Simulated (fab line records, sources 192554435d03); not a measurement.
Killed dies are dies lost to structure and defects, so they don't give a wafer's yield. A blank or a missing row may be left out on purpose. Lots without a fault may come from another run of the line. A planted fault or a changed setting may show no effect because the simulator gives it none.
Problem report in the 8D (eight disciplines) form, filled by code | flow n5_finfet | the parts of the form that need people (team, actions taken, sign-off) are left out

1. THE PROBLEM
spin_speed_rpm at N5_BEOL_M8_COAT_05 reads a mean of 1588.9 rpm on 6 wafers of 2 lots; wafers without a fault read 1500.2 rpm with a standard deviation of 1.2. That is +74 standard deviations from the usual mean.
The step: resist thk 90 nm.
First seen on wafer L502.1, day 13 18:00, on litho_track-02. The record holds 33 wafers of 11 lots with a number at this step. Rule for "out", or "out of limits": more than 4 standard deviations from the usual mean. The other wafers with a number count as sound.

2. WHAT IT IS AND WHAT IT IS NOT
question                    | is                     | is not
which readings at this step | spin_speed_rpm         | -
which lots                  | L502, L505             | L491, L492, L494, L498, L506, L507, L508, L511, L514
which wafers of those lots  | all that have a number | -
read on which tools         | litho_track-02         | litho_track-03, litho_track-04
when                        | from day 13 18:00      | up to then (12 sound wafers); but 15 sound wafers of L506, L507, L508, L511, L514 came after

3. SUSPECTS, AND WHAT RULES EACH OUT
Counting: a tool at a process step up to the reading stays a suspect if it ran every lot that is out and no sound lot after the first of them.
- litho_track-02 at N5_BEOL_M8_COAT_05 (resist thk 90 nm): kept. It ran every lot that is out, first L502 (day 13 18:00), and no sound lot after that; its last sound lot up to then is L491 (day 10 09:23). Its own readings are out on those wafers: spin_speed_rpm.
Left after counting: litho_track-02 at N5_BEOL_M8_COAT_05.

4. THE CAUSE (what the simulator had put in)
Process parameter drift: litho_track-02, from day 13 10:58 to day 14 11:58, at N5_BEOL_M8_COAT_05. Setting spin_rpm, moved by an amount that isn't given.
Counting left only this tool.

5. THE CHAIN OF EFFECTS, in route order
Each row: a reading whose mean over the struck wafers that have a number lies more than 3 standard deviations from the usual. Only readings for which the record gives a usual standard deviation are gone through. hours: the time from each lot's start at the first step in this table that gives one to its start at this step, as a median over the lots. sigmas: the change in usual standard deviations.
hours | step               | reading        | usual      | on struck wafers | change | sigmas
0     | N5_BEOL_M8_COAT_05 | spin_speed_rpm | 1500.2 rpm | 1588.9           | +88.7  | +74
The process steps in it:
- N5_BEOL_M8_COAT_05: resist thk 90 nm.

6. WHAT WOULD HAVE CAUGHT IT SOONER
In this record the first reading out of limits was taken at day 13 18:00, 7 hours after the fault began at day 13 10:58.
